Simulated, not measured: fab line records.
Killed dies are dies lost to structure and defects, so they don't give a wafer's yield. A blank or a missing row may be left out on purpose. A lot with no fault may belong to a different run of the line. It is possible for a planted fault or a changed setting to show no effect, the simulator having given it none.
Which tool was responsible? -- flow n5-finfet -- Sampling: 9 lots, 27 wafers, 5 of 1938 route steps

## WHAT THE GAUGES READ, wafer by wafer
The record lacks any reading of a measuring or inspecting step that a usual standard deviation could be used to judge.

## EACH LOT AND THE TOOL THAT RAN IT (in order: tool; ch and the chambers of the sampled wafers; start)
lot,N5_BEOL_M15_ETCH_57,N5_BEOL_M15_STRIP_37,N5_BEOL_M15_ETCH_38,N5_BEOL_M15_SPUTTER_43,N5_BEOL_M15_CMP_49
L943,"rie-diel-02 ch 0,2,3, day 11 16:26","rie-diel-06 ch 1,2, day 11 21:56 or earlier","rie-diel-06 ch 1,2, day 11 21:56 or earlier","pvd-sputter-03, day 11 21:56","cmp-02 ch 1,2,3, day 11 23:37"
L947,"rie-diel-06 ch 0,1, day 12 21:25","rie-diel-06 ch 0,1,2, day 13 02:58 or earlier","rie-diel-06 ch 0,1,2, day 13 02:58 or earlier","pvd-sputter-03, day 13 02:58","cmp-04 ch 1,3, day 13 03:52"
L949,"rie-diel-02 ch 2,3, day 12 21:37","rie-diel-03 ch 0,1,2, day 13 02:53 or earlier","rie-diel-03 ch 0,1,2, day 13 02:53 or earlier","pvd-sputter-01, day 13 02:53","cmp-02 ch 0,1,3, day 13 03:47"
L948,"rie-diel-03 ch 1,2,3, day 13 01:32","rie-diel-03 ch 1,2,3, day 13 04:01 or earlier","rie-diel-03 ch 1,2,3, day 13 04:01 or earlier","pvd-sputter-02, day 13 04:01","cmp-02 ch 0,1,2, day 13 04:50"
L957,"rie-diel-02 ch 1,2, day 14 20:54","rie-diel-02 ch 1,2, day 15 02:55 or earlier","rie-diel-02 ch 1,2, day 15 02:55 or earlier","pvd-sputter-03, day 15 02:55","cmp-02 ch 1,2,3, day 15 03:47"
L955,"rie-diel-06 ch 0,1, day 14 22:41","rie-diel-03 ch 0,2, day 15 03:14 or earlier","rie-diel-03 ch 0,2, day 15 03:14 or earlier","pvd-sputter-03, day 15 03:14","cmp-04 ch 0,2,3, day 15 04:05"
L959,"rie-diel-03 ch 1,2, day 15 18:10","rie-diel-06 ch 0,1,3, day 15 20:29 or earlier","rie-diel-06 ch 0,1,3, day 15 20:29 or earlier","pvd-sputter-01, day 15 20:29","cmp-02 ch 0,2,3, day 15 21:30"
L963,"rie-diel-02 ch 1,2, day 16 12:28","rie-diel-06 ch 1,3, day 16 14:56 or earlier","rie-diel-06 ch 1,3, day 16 14:56 or earlier","pvd-sputter-01, day 16 14:56","cmp-04 ch 0,2, day 16 15:45"
L964,"rie-diel-03 ch 1,2, day 17 06:32","rie-diel-06 ch 1,2,3, day 17 10:01 or earlier","rie-diel-06 ch 1,2,3, day 17 10:01 or earlier","pvd-sputter-01, day 17 10:01","cmp-02 ch 0,2, day 17 11:18"
- N5_BEOL_M15_ETCH_57: etches SOC in N2/H2, time 750 s.
- N5_BEOL_M15_STRIP_37: strips in O2.
- N5_BEOL_M15_ETCH_38: etches SiCN in CF4/N2, target depth 106.4 nm, time 120.5 s.
- N5_BEOL_M15_SPUTTER_43: material TaN, target thk 15 nm, time 24.19 s.
- N5_BEOL_M15_CMP_49: polishes, stops on SiO2, t overpolish 4.9 s, target thk 850 nm.

## AS READ BY THE TOOLS THEMSELVES (means over the sampled wafers that have a number; for cases with no such wafer, the mark the record gives instead)
N5_BEOL_M15_ETCH_57. Usual: drypump-motor-current-A 5.9 A, standard deviation 0.39; n2-flow-sccm 200.0 sccm, standard deviation 0.58; oes-product-au 0.81 a.u., standard deviation 0.073; rf-vpp-V 524.5 V, standard deviation 2.7; showerhead-plenum-p-Torr 2.57 Torr, standard deviation 0.095; throttle-valve-pct 17.72 %, standard deviation 0.26.
lot,tool,drypump-motor-current-A (A),n2-flow-sccm (sccm),oes-product-au (a.u.),rf-vpp-V (V),showerhead-plenum-p-Torr (Torr),throttle-valve-pct (%),flag
L943,rie-diel-02,5.9,199.3,0.81,525.4,2.59,17.74,
L947,rie-diel-06,6.1,199.8,0.89,523.7,2.55,17.46,
L949,rie-diel-02,5.8,200.0,0.83,525.9,2.60,17.80,
L948,rie-diel-03,5.6,200.1,0.78,523.1,2.52,17.98,
L957,rie-diel-02,6.2,200.1,0.70,522.4,2.48,18.00,
L955,rie-diel-06,6.0,199.9,0.90,523.3,2.51,17.55,
L959,rie-diel-03,5.7,199.8,0.71,523.7,2.56,18.17,
L963,rie-diel-02,6.2,200.4,0.69,524.4,2.55,17.79,
L964,rie-diel-03,5.5,199.8,0.71,522.9,2.50,18.15,

N5_BEOL_M15_STRIP_37. Usual: drypump-motor-current-A 5.9 A, standard deviation 0.41; oes-product-au 0.81 a.u., standard deviation 0.072; rf-vpp-V 3.7 V, standard deviation 0.71; showerhead-plenum-p-Torr 2.12 Torr, standard deviation 0.077; throttle-valve-pct 16.61 %, standard deviation 0.21.
lot,tool,drypump-motor-current-A (A),oes-product-au (a.u.),rf-vpp-V (V),showerhead-plenum-p-Torr (Torr),throttle-valve-pct (%),flag
L943,rie-diel-06,5.9,0.86,3.4,2.13,16.44,
L947,rie-diel-06,5.8,0.88,4.1,2.11,16.50,
L949,rie-diel-03,6.0,0.76,3.9,2.07,16.79,
L948,rie-diel-03,5.5,0.77,3.3,2.07,16.80,
L957,rie-diel-02,6.2,0.70,3.7,2.10,16.69,
L955,rie-diel-03,6.2,0.79,3.2,2.03,16.68,
L959,rie-diel-06,6.0,0.84,4.2,2.12,16.48,
L963,rie-diel-06,6.0,0.81,3.0,2.14,16.45,
L964,rie-diel-06,5.7,0.80,3.2,2.14,16.56,

N5_BEOL_M15_ETCH_38. Usual: drypump-motor-current-A 5.9 A, standard deviation 0.41; n2-flow-sccm 60.00 sccm, standard deviation 0.2; oes-product-au 0.81 a.u., standard deviation 0.072; rf-vpp-V 382.8 V, standard deviation 2; showerhead-plenum-p-Torr 2.23 Torr, standard deviation 0.076; throttle-valve-pct 15.38 %, standard deviation 0.22.
lot,tool,drypump-motor-current-A (A),n2-flow-sccm (sccm),oes-product-au (a.u.),rf-vpp-V (V),showerhead-plenum-p-Torr (Torr),throttle-valve-pct (%),flag
L943,rie-diel-06,5.8,60.14,0.87,383.6,2.24,15.19,
L947,rie-diel-06,5.8,60.00,0.88,382.8,2.21,15.23,
L949,rie-diel-03,6.0,59.81,0.76,380.9,2.18,15.57,
L948,rie-diel-03,5.6,60.14,0.78,381.9,2.19,15.59,
L957,rie-diel-02,6.2,60.02,0.71,382.7,2.22,15.49,
L955,rie-diel-03,6.2,59.81,0.79,380.8,2.14,15.46,
L959,rie-diel-06,6.0,59.80,0.84,382.7,2.23,15.23,
L963,rie-diel-06,6.1,60.20,0.80,384.0,2.25,15.23,
L964,rie-diel-06,5.7,59.99,0.80,383.5,2.25,15.30,

N5_BEOL_M15_SPUTTER_43. Usual: cathode-dc-power-W 15000 W, standard deviation 2.8; throttle-valve-pct 29.8 %, standard deviation 1.4.
lot,tool,cathode-dc-power-W (W),throttle-valve-pct (%),flag
L943,pvd-sputter-03,15000,29.8,
L947,pvd-sputter-03,15000,30.9,
L949,pvd-sputter-01,15000,27.9,
L948,pvd-sputter-02,14997,29.7,
L957,pvd-sputter-03,14998,30.4,
L955,pvd-sputter-03,18432,30.8,OFF
L959,pvd-sputter-01,15000,29.8,
L963,pvd-sputter-01,14999,28.5,
L964,pvd-sputter-01,15003,28.0,

N5_BEOL_M15_CMP_49. Usual: barrier-field-endpoint-s 11.39 s, standard deviation 0.23; motor-current-A 8.1 A, standard deviation 0.61.
lot,tool,barrier-field-endpoint-s (s),motor-current-A (A),flag
L943,cmp-02,11.45,7.7,
L947,cmp-04,11.85,8.2,
L949,cmp-02,10.84,8.2,
L948,cmp-02,11.42,7.9,
L957,cmp-02,11.32,8.0,
L955,cmp-04,13.01,7.9,OFF
L959,cmp-02,11.17,8.1,
L963,cmp-04,11.16,8.0,
L964,cmp-02,11.63,7.6,

## THE ANSWER, worked out from the rows above alone
Rule: a lot is off if the mean of its wafers that have a number lies more than 3 standard deviations from the usual mean. A lot without any number at a reading at which 4 lots or more have one is off too. All remaining lots with rows at the step are treated as sound. After the gauges, taken in route order, come the tools' own readings; for these a lot's mean is taken, as printed above. The first step at which some lot is off is used, and at that step the reading that is off furthest; a lot without a number counts as furthest.
Off, at N5_BEOL_M15_SPUTTER_43 on cathode-dc-power-W: L955.
A tool fits if, at that step or a process step before it, it ran every lot that is off, and no sound lot after the first of them. Because N5_BEOL_M15_STRIP_37 lacks a start for some lots, the hours and order of its lots are taken from N5_BEOL_M15_SPUTTER_43. Because N5_BEOL_M15_ETCH_38 lacks a start for some lots, the hours and order of its lots are taken from N5_BEOL_M15_SPUTTER_43. Can't be told from this: 3 tools fit, rie-diel-06 at N5_BEOL_M15_ETCH_57, rie-diel-03 at N5_BEOL_M15_STRIP_37 and N5_BEOL_M15_ETCH_38, pvd-sputter-03 at N5_BEOL_M15_SPUTTER_43.

## WHAT THE SIMULATOR HAD INSERTED
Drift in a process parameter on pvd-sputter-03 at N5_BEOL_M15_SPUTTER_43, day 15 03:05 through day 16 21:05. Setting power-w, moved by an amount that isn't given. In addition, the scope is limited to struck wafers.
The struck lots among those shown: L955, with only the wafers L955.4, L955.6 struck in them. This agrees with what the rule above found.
